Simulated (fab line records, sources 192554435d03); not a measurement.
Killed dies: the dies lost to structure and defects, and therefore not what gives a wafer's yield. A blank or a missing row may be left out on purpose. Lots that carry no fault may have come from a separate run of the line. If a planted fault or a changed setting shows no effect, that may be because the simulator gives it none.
Which tool was responsible? | flow n5_finfet | 10 lots, 30 wafers sampled, at 6 steps of a route of 1938

== WHAT THE GAUGES SHOWED, per wafer ==
N5_BEOL_M0_SAQP_THK_MEAS_05.
lot  | measured     | on            | thk_nm (nm)
L898 | day 5 14:30  | film_metro-01 | 59.9 60.1 60.1
L899 | day 5 18:02  | film_metro-01 | 60.0 59.6 60.6
L902 | day 6 12:04  | film_metro-02 | 59.4 60.0 60.1
L903 | day 7 00:13  | film_metro-01 | 60.2 59.5 60.0
L904 | day 7 03:07  | film_metro-01 | 59.6 60.2 61.2
L910 | day 8 18:21  | film_metro-01 | 59.3 60.1 61.8
L914 | day 9 20:30  | film_metro-02 | 58.8 60.2 59.5
L917 | day 10 06:42 | film_metro-01 | 59.7 59.7 60.9
L918 | day 10 10:16 | film_metro-02 | 59.4 60.9 60.7
L921 | day 11 03:58 | film_metro-02 | 59.6 61.4 59.7

N5_BEOL_M0_SAQP_CD_MEAS_14 targets a cd of 42.5 nm.
lot  | measured     | on        | cd_nm (nm)
L898 | day 5 14:52  | cd_sem-03 | 42.4 42.7 42.3
L899 | day 5 18:24  | cd_sem-03 | 42.3 42.0 42.1
L902 | day 6 12:25  | cd_sem-02 | 39.2 38.9 38.9
L903 | day 7 00:34  | cd_sem-02 | 40.4 39.9 39.9
L904 | day 7 03:31  | cd_sem-03 | 39.8 39.4 39.8
L910 | day 8 18:54  | cd_sem-01 | 42.8 42.9 42.5
L914 | day 9 20:59  | cd_sem-03 | 42.4 42.4 42.4
L917 | day 10 07:13 | cd_sem-03 | 43.1 42.9 43.2
L918 | day 10 10:44 | cd_sem-02 | 43.0 42.6 42.7
L921 | day 11 04:20 | cd_sem-01 | 42.4 42.6 42.6

N5_BEOL_M4_RC_MEAS_101.
lot  | measured     | on        | DIBL_N (mV/V)  | DIBL_P (mV/V)  | IOFF_N (nA/um)    | IOFF_P (nA/um)    | ION_N (uA/um) | ION_P (uA/um) | SS_N (mV/dec)  | SS_P (mV/dec)  | VT_N (mV)         | VT_P (mV)
L898 | day 7 23:52  | prober-02 | 35.7 35.3 35.8 | 35.0 35.4 34.5 | 0.134 0.138 0.142 | 0.193 0.200 0.189 | 674 667 685   | 457 464 461   | 71.2 71.4 71.5 | 72.5 72.0 72.8 | 250.6 248.9 250.2 | -250.8 -251.9 -252.8
L899 | day 8 08:29  | prober-01 | 35.7 36.7 35.8 | 35.7 36.6 35.5 | 0.152 0.157 0.149 | 0.207 0.215 0.198 | 677 676 664   | 464 468 460   | 71.3 71.8 71.7 | 73.3 73.8 74.5 | 249.9 249.4 251.1 | -250.3 -251.7 -249.5
L902 | day 8 18:59  | prober-02 | 35.9 34.8 36.2 | 35.7 34.6 35.7 | 0.146 0.130 0.145 | 0.173 0.158 0.171 | 668 665 664   | 450 448 456   | 71.1 70.9 70.9 | 73.6 73.4 73.4 | 250.3 251.9 248.6 | -254.6 -256.9 -255.1
L903 | day 8 22:37  | prober-01 | 34.9 34.0 33.9 | 34.8 33.9 33.5 | 0.137 0.129 0.126 | 0.224 0.204 0.202 | 657 661 660   | 464 463 466   | 70.6 70.9 71.0 | 72.8 72.6 72.7 | 254.1 256.0 249.6 | -246.3 -251.0 -251.1
L904 | day 9 15:51  | prober-02 | 36.5 34.8 36.1 | 36.7 33.9 36.1 | 0.155 0.126 0.144 | 0.208 0.179 0.205 | 673 664 669   | 460 459 462   | 71.6 71.2 71.3 | 73.4 72.0 73.7 | 250.9 250.4 252.1 | -250.0 -253.1 -252.4
L910 | day 10 20:49 | prober-01 | 34.5 38.3 37.3 | 32.8 37.4 35.7 | 0.128 0.196 0.183 | 0.193 0.279 0.255 | 666 681 686   | 461 475 479   | 70.5 71.3 72.2 | 73.8 73.9 73.6 | 250.2 242.4 245.2 | -249.4 -240.7 -242.6
L914 | day 12 09:46 | prober-01 | 37.7 37.2 38.2 | 37.4 37.2 38.3 | 0.158 0.149 0.169 | 0.238 0.240 0.260 | 669 665 671   | 463 462 471   | 72.0 71.5 71.9 | 73.7 73.4 73.4 | 249.9 249.9 249.4 | -249.9 -250.2 -246.3
L917 | day 12 16:26 | prober-01 | 36.9 37.9 37.3 | 37.3 38.5 37.8 | 0.160 0.186 0.171 | 0.221 0.218 0.209 | 665 686 677   | 459 461 460   | 71.8 71.9 71.3 | 73.4 73.7 73.5 | 252.5 247.3 247.6 | -247.9 -250.5 -250.5
L918 | day 12 20:07 | prober-01 | 36.3 37.1 36.7 | 36.7 38.9 37.9 | 0.151 0.177 0.158 | 0.195 0.230 0.207 | 665 673 665   | 456 466 453   | 71.5 71.9 72.0 | 73.4 74.6 74.0 | 249.9 247.2 250.0 | -251.6 -249.3 -247.9
L921 | day 13 20:34 | prober-02 | 37.5 36.8 38.2 | 37.3 37.3 38.1 | 0.160 0.155 0.175 | 0.168 0.173 0.183 | 675 675 691   | 452 458 461   | 72.1 70.9 71.8 | 73.6 73.6 73.1 | 248.8 248.2 247.3 | -257.4 -256.5 -256.1

== TOOL THAT RAN EACH LOT (tool first, then ch and the chambers of the sampled wafers, then the start) ==
lot  | N5_BEOL_M0_SAQP_ILD_DEP_01     | N5_BEOL_M0_SAQP_HM_DEP_111     | N5_BEOL_M0_SAQP_PEB_12
L898 | pecvd-04 ch 0,1,2, day 5 12:52 | pecvd-01 ch 0,1,2, day 5 14:32 | litho_track-01 ch 0, day 5 14:47
L899 | pecvd-03 ch 0,2, day 5 15:53   | pecvd-03 ch 1,2, day 5 18:05   | litho_track-05 ch 0, day 5 18:20
L902 | pecvd-04 ch 0,1,2, day 6 10:52 | pecvd-04 ch 0,1,2, day 6 12:06 | litho_track-01 ch 0, day 6 12:21
L903 | pecvd-04 ch 0,1,2, day 6 23:17 | pecvd-01 ch 0,1,2, day 7 00:15 | litho_track-01 ch 0, day 7 00:30
L904 | pecvd-03 ch 1,2, day 7 02:17   | pecvd-03 ch 1,2, day 7 03:10   | litho_track-01 ch 0, day 7 03:26
L910 | pecvd-04 ch 1,2, day 8 16:37   | pecvd-03 ch 0,2, day 8 18:23   | litho_track-04 ch 0, day 8 18:50
L914 | pecvd-01 ch 0,1,2, day 9 18:13 | pecvd-01 ch 0,1,2, day 9 20:32 | litho_track-01 ch 0, day 9 20:55
L917 | pecvd-04 ch 1,2, day 10 04:51  | pecvd-04 ch 1,2, day 10 06:44  | litho_track-04 ch 0, day 10 07:08
L918 | pecvd-03 ch 0,1, day 10 07:50  | pecvd-01 ch 0,1, day 10 10:17  | litho_track-01 ch 0, day 10 10:40
L921 | pecvd-01 ch 0,2, day 11 03:07  | pecvd-04 ch 0,2, day 11 04:01  | litho_track-01 ch 0, day 11 04:16
- N5_BEOL_M0_SAQP_ILD_DEP_01: deposits SiOC from DEMS/O2, target thk 45.419 nm, time 8.7 s.
- N5_BEOL_M0_SAQP_HM_DEP_111: deposits SiO2 from SiH4/N2O, target thk 12 nm, time 7.2 s.
- N5_BEOL_M0_SAQP_PEB_12: peb time 60 s.

== AS READ BY THE TOOLS THEMSELVES (means over the sampled wafers that have a number; for cases with no such wafer, the mark the record gives instead) ==
N5_BEOL_M0_SAQP_ILD_DEP_01.
lot  | tool     | heater_power_w (W) | showerhead_plenum_p_Torr (Torr) | susceptor_temp_C (C) | throttle_valve_pct (%)
L898 | pecvd-04 | 472                | 5.699                           | 350.31               | 11.7
L899 | pecvd-03 | 532                | 5.703                           | 350.14               | 11.5
L902 | pecvd-04 | 441                | 5.698                           | 350.04               | 11.6
L903 | pecvd-04 | 505                | 5.703                           | 350.05               | 11.6
L904 | pecvd-03 | 594                | 5.698                           | 349.83               | 12.1
L910 | pecvd-04 | 424                | 5.688                           | 349.99               | 11.4
L914 | pecvd-01 | 470                | 5.708                           | 350.05               | 11.7
L917 | pecvd-04 | 477                | 5.704                           | 350.03               | 11.6
L918 | pecvd-03 | 571                | 5.699                           | 349.94               | 11.7
L921 | pecvd-01 | 436                | 5.713                           | 349.79               | 11.5

N5_BEOL_M0_SAQP_HM_DEP_111.
lot  | tool     | heater_power_w (W) | showerhead_plenum_p_Torr (Torr) | susceptor_temp_C (C)
L898 | pecvd-01 | 739                | 8.29                            | 400.17
L899 | pecvd-03 | 893                | 8.22                            | 400.10
L902 | pecvd-04 | 783                | 8.20                            | 400.09
L903 | pecvd-01 | 753                | 8.29                            | 400.07
L904 | pecvd-03 | 985                | 8.17                            | 400.13
L910 | pecvd-03 | 845                | 8.15                            | 399.90
L914 | pecvd-01 | 714                | 8.28                            | 400.18
L917 | pecvd-04 | 864                | 8.19                            | 400.21
L918 | pecvd-01 | 677                | 8.26                            | 400.17
L921 | pecvd-04 | 675                | 8.18                            | 399.82

== THE ANSWER, worked out from the rows above alone ==
Rule: the lots themselves supply what counts as usual. Put in order of their means at a reading, lots are off if they are a third of the lots or fewer, leave a main group of 4 or more, and stand apart from it by a gap of 3 or more times the standard deviation of the main group's means; of several such gaps the widest counts. A main group whose means are all the same, to the digits that the tables above print for the reading, isn't used. A lot without any number at a reading at which 4 lots or more have one is off too. The other lots that the step has rows for count as sound. The gauges are gone through in route order, then the tools' own readings, and for those a lot's mean is taken as printed above. The first step at which some lot is off is used, and at that step the reading that is off furthest; a lot without a number counts as furthest.
Off: L902, L903, L904, at N5_BEOL_M0_SAQP_CD_MEAS_14 (cd_nm). Main group: mean 42.6 nm, sd 0.28.
A tool fits if, at a process step before that reading, it ran every lot that is off, and no sound lot after the first of them. Those tools and the gauges at N5_BEOL_M0_SAQP_CD_MEAS_14 are tried in the same way. None of those tried fits.

== WHAT WAS PUT IN BY THE SIMULATOR ==
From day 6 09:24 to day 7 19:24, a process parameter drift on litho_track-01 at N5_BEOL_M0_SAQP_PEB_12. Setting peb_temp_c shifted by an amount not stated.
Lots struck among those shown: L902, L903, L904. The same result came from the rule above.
